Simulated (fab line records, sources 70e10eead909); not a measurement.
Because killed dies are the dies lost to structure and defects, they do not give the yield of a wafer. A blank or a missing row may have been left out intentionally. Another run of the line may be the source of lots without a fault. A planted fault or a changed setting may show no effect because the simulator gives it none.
A struck lot beside a sound one :: flow nand_harc :: 15 out of 1159 route steps
Sound: these wafers, L393.2, L393.3, L393.4. Struck: wafer L400.6 (left out: L400.1, a lot-mate that was not struck); the cause follows at the end.
For every step that has rows: the tool of each side, followed by ch and its chambers, followed by its first start. Under that, the readings that differ: sound wafers :: struck wafers :: difference of the means :: sigmas: that difference in standard deviations of wafers without a fault.
alike: readings with means less than 2 such deviations apart, plus words and numbers identical on both sides. not compared: withheld readings, readings lacking a value on some wafer, bounds such as >300 that could conceal the same value, and numbers that have no deviation in the record and whose values overlap.
Wherever a step has rows on one side only, a row that says differs or no value, or a row with sigmas, the two part there. When numbers do not overlap yet have no deviation, they are printed without sigmas and do not part them. A reading that every wafer of one side lacks parts them only if that side has two wafers or more.

first, 1 step without rows for these wafers: NHARC_A_CHANNEL_HOLE_D1_STRIP_43 (strips in O2/COS).
NHARC_A_CHANNEL_HOLE_D1_ETCH_44: etches the open film in CF4/O2, target depth 140 nm, overetch 14 nm, time 77 s.
  sound on rie_diel-05 ch 0,2,3, day 9 12:04; struck on rie_diel-05 ch 3, day 11 16:26
reading: bias_w (W)
sound: 100.8 100.5 100.7
struck: 99.4
difference: -1.3
sigmas: -4
  alike: chamber_pressure_mTorr, drypump_motor_current_A, oes_f_703_au, oes_product_au, rf_vpp_V, showerhead_plenum_p_Torr, throttle_valve_pct
  not compared: rf_hours_counter_h
NHARC_A_CHANNEL_HOLE_D1_STRIP_27: strips in O2.
  sound on rie_diel-05 ch 1,2,3; struck on rie_diel-05 ch 0
  alike: chamber_pressure_mTorr, drypump_motor_current_A, oes_product_au, rf_vpp_V, showerhead_plenum_p_Torr, throttle_valve_pct
  not compared: rf_hours_counter_h
then, 2 steps without rows for these wafers: NHARC_A_CHANNEL_HOLE_D1_PRECLEAN_28 (cleans in SC1); NHARC_A_CHANNEL_HOLE_D1_SRD_29.
NHARC_A_CHANNEL_HOLE_D1_CD_MEAS_30:
  sound on cd_sem-02 at day 9 12:52; struck on cd_sem-02 at day 11 17:22
  alike: cd_nm
NHARC_A_CHANNEL_HOLE_D1_XSEM_31:
  sound on xsem-01 ch 0, day 9 12:57; struck on xsem-01 ch 0, day 11 17:27
reading: bot_cd_nm (nm)
sound: 76.4 76.2 76.7
struck: 74.0
difference: -2.4
sigmas: -2
  alike: bow_nm, tilt_deg
NHARC_A_CHANNEL_HOLE_D1_INSPECT_40:
  sound on defect_inspect-01 at day 9 13:04; struck on defect_inspect-02 at day 11 17:33
reading: raw_defect_count
sound: 99 75 121
struck: 60
difference: -38
sigmas: -2
then, 2 steps without rows for these wafers: NHARC_A_CHANNEL_FILL_D1_PRECLEAN_00 (cleans in SC1); NHARC_A_CHANNEL_FILL_D1_SRD_01.
NHARC_A_CHANNEL_FILL_D1_ALD_02: deposits SiO2, target thk 6 nm, pulse time 10 s, ald cycles 60.
  sound on ald_hk-03 ch 0,2,3, day 9 13:17; struck on ald_hk-01 ch 2, day 11 17:46
  alike: heater_power_w, precursor_pulse_height_rel
  not compared: ald_cycles
then, 1 step without rows for these wafers: NHARC_A_CHANNEL_FILL_D1_ALD_03 (deposits SiNx, target thk 6 nm, pulse time 60 s, ald cycles 58).
NHARC_A_CHANNEL_FILL_D1_ALD_14: deposits SiO2, target thk 2.5 nm, pulse time 10 s, ald cycles 25.
  sound on ald_hk-01 ch 0,1,2, day 9 20:22; struck on ald_hk-01 ch 2, day 12 01:58
reading: ald_cycles
sound: 25 25 25
struck: 27
difference: +2
sigmas: 
  alike: heater_power_w, precursor_pulse_height_rel
NHARC_A_CHANNEL_FILL_D1_ALD_15: deposits SiNx, target thk 2 nm, pulse time 60 s, ald cycles 19.
  sound on ald_sin_batch-02 ch 0; struck on ald_sin_batch-03 ch 0
  alike: precursor_pulse_height_rel
  not compared: ald_cycles
-- jump in the record: it breaks off in module A_CHANNEL_FILL_D1 and resumes in module END (first step shown: number 1159 of the route), and 11 days separate the struck wafers' starts before and after --
NHARC_END_SORT_01:
  here the record holds rows for the struck wafers (prober-01 ch 0, day 22 17:11) but none for the sound ones

WHERE THEY PART
Last at NHARC_END_SORT_01 as far as this record goes, first at NHARC_A_CHANNEL_HOLE_D1_ETCH_44.

WHY: the cause the simulator had injected
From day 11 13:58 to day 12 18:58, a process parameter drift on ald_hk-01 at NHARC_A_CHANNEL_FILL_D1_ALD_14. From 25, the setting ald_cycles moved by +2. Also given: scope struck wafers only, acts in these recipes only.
